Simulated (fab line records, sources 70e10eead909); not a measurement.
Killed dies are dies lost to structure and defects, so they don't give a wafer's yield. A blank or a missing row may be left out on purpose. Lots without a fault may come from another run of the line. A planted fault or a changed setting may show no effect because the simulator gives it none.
Which tool did it? | flow nand_harc | 7 lots, 19 wafers sampled, at 3 steps of a route of 1302

WHAT THE GAUGES READ, wafer by wafer
NHARC_THIN_TSV_CD_MEAS_33: target cd 5000 nm.
lot  | measured     | on        | cd_nm (nm)
L839 | day 25 13:07 | cd_sem-01 | 4998.8 4998.4 4999.0
L843 | day 26 12:29 | cd_sem-01 | 4999.6
L850 | day 29 15:23 | cd_sem-03 | 4999.1 4999.1 4999.4
L852 | day 30 00:31 | cd_sem-02 | 4997.6 4999.6 4997.8
L854 | day 30 13:42 | cd_sem-02 | 4999.1 5000.3 5000.2
L858 | day 32 09:23 | cd_sem-02 | 4999.5 4997.8 5000.4
L860 | day 33 12:05 | cd_sem-01 | 5000.0 4998.7 5000.1

WHICH TOOL RAN EACH LOT (tool, then ch and the chambers of the sampled wafers, then the start)
lot  | NHARC_THIN_TSV_ETCHBACK_48         | NHARC_THIN_TSV_STRIP_62
L839 | rie_diel-11 ch 0,2, day 25 09:11   | plasma_asher-02 ch 0, day 25 09:32
L843 | rie_diel-07 ch 0, day 26 08:47     | plasma_asher-01 ch 0, day 26 09:11
L850 | rie_diel-11 ch 0,2,3, day 29 11:56 | plasma_asher-02 ch 0,1, day 29 12:13
L852 | rie_diel-11 ch 0,1,2, day 29 20:52 | plasma_asher-01 ch 0,1, day 29 21:13
L854 | rie_diel-09 ch 2,3, day 30 10:11   | plasma_asher-01 ch 0,1, day 30 10:34
L858 | rie_diel-11 ch 0,2,3, day 32 05:51 | plasma_asher-02 ch 0,1, day 32 06:13
L860 | rie_diel-11 ch 0,3, day 33 08:16   | plasma_asher-01 ch 0,1, day 33 08:38
- NHARC_THIN_TSV_ETCHBACK_48: etches the open film in C4F8/Ar, target depth 1028.5 nm, time 405.17 s.
- NHARC_THIN_TSV_STRIP_62: strips in N2/H2, time 20 s.

THE ANSWER, worked out from the rows above alone
Rule: what is usual is taken from the lots themselves. Put in order of their means at a reading, lots are off if they are a third of the lots or fewer, leave a main group of 4 or more, and stand apart from it by a gap of 3 or more times the standard deviation of the main group's means; of several such gaps the widest counts. A main group whose means are all the same, to the digits that the tables above print for the reading, isn't used. A lot without any number at a reading at which 4 lots or more have one is off too. The other lots that the step has rows for count as sound.
No lot is off at any reading shown: from this, nothing can be told.

WHAT THE SIMULATOR HAD PUT IN
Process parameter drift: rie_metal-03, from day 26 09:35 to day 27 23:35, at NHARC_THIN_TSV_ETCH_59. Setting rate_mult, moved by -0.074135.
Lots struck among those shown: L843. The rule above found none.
